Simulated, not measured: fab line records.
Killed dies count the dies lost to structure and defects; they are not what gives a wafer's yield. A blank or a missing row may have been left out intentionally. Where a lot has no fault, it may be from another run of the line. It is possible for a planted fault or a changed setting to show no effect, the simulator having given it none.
Which tool is to blame? / flow n5_finfet / 30 wafers from 10 lots sampled at 2 of the route's 1938 steps

== WHAT EACH GAUGE READ, for each wafer ==
N5_MIM_TOP_LITHO_OVL_MEAS_11.
lot=L782; measured=day 12 18:10; on=overlay-01; MIM_TOP_OVL (nm)=1 7 4
lot=L783; measured=day 12 18:20; on=overlay-01; MIM_TOP_OVL (nm)=-4 -1 0
lot=L785; measured=day 15 00:00; on=overlay-01; MIM_TOP_OVL (nm)=5 8 1
lot=L788; measured=day 16 01:34; on=overlay-02; MIM_TOP_OVL (nm)=1 -3 2
lot=L787; measured=day 16 02:25; on=overlay-02; MIM_TOP_OVL (nm)=7 -5 4
lot=L793; measured=day 17 10:45; on=overlay-02; MIM_TOP_OVL (nm)=5 0 8
lot=L799; measured=day 18 23:44; on=overlay-01; MIM_TOP_OVL (nm)=2 -2 -4
lot=L802; measured=day 19 15:25; on=overlay-02; MIM_TOP_OVL (nm)=0 3 5
lot=L801; measured=day 19 14:16; on=overlay-01; MIM_TOP_OVL (nm)=3 -3 -1
lot=L804; measured=day 19 15:08; on=overlay-01; MIM_TOP_OVL (nm)=-7 0 -6

== WHICH TOOL RAN EACH LOT (tool, then ch and the chambers of the sampled wafers, then the start) ==
lot=L782; N5_BEOL_M11_PECVD_70=pecvd-02 ch 1,2, day 11 10:48
lot=L783; N5_BEOL_M11_PECVD_70=pecvd-04 ch 0,1, day 11 11:11
lot=L785; N5_BEOL_M11_PECVD_70=pecvd-01 ch 0,1,2, day 13 13:49
lot=L788; N5_BEOL_M11_PECVD_70=pecvd-04 ch 0,1, day 14 08:47
lot=L787; N5_BEOL_M11_PECVD_70=pecvd-01 ch 0,2, day 14 11:07
lot=L793; N5_BEOL_M11_PECVD_70=pecvd-04 ch 0,1, day 15 23:33
lot=L799; N5_BEOL_M11_PECVD_70=pecvd-02 ch 0,2, day 17 08:11
lot=L802; N5_BEOL_M11_PECVD_70=pecvd-01 ch 0,1,2, day 17 21:12
lot=L801; N5_BEOL_M11_PECVD_70=pecvd-01 ch 0,1,2, day 17 21:35
lot=L804; N5_BEOL_M11_PECVD_70=pecvd-01 ch 0,1,2, day 17 22:55
- N5_BEOL_M11_PECVD_70: deposits SiO2 from TEOS/O2, target thk 20 nm, time 22.7 s.

== THE ANSWER, worked out from the rows above alone ==
Rule: the usual values come from the lots themselves. Put in order of their means at a reading, lots are off if they are a third of the lots or fewer, leave a main group of 4 or more, and stand apart from it by a gap of 3 or more times the standard deviation of the main group's means; of several such gaps the widest counts. Not used: any main group whose means are identical at the precision the tables above print for the reading. Also off: a lot with no number at a reading for which 4 or more lots have one. Any other lot the step has rows for is counted as sound.
No lot is off at any reading shown: from this, nothing can be told.

== WHAT THE SIMULATOR HAD INSERTED ==
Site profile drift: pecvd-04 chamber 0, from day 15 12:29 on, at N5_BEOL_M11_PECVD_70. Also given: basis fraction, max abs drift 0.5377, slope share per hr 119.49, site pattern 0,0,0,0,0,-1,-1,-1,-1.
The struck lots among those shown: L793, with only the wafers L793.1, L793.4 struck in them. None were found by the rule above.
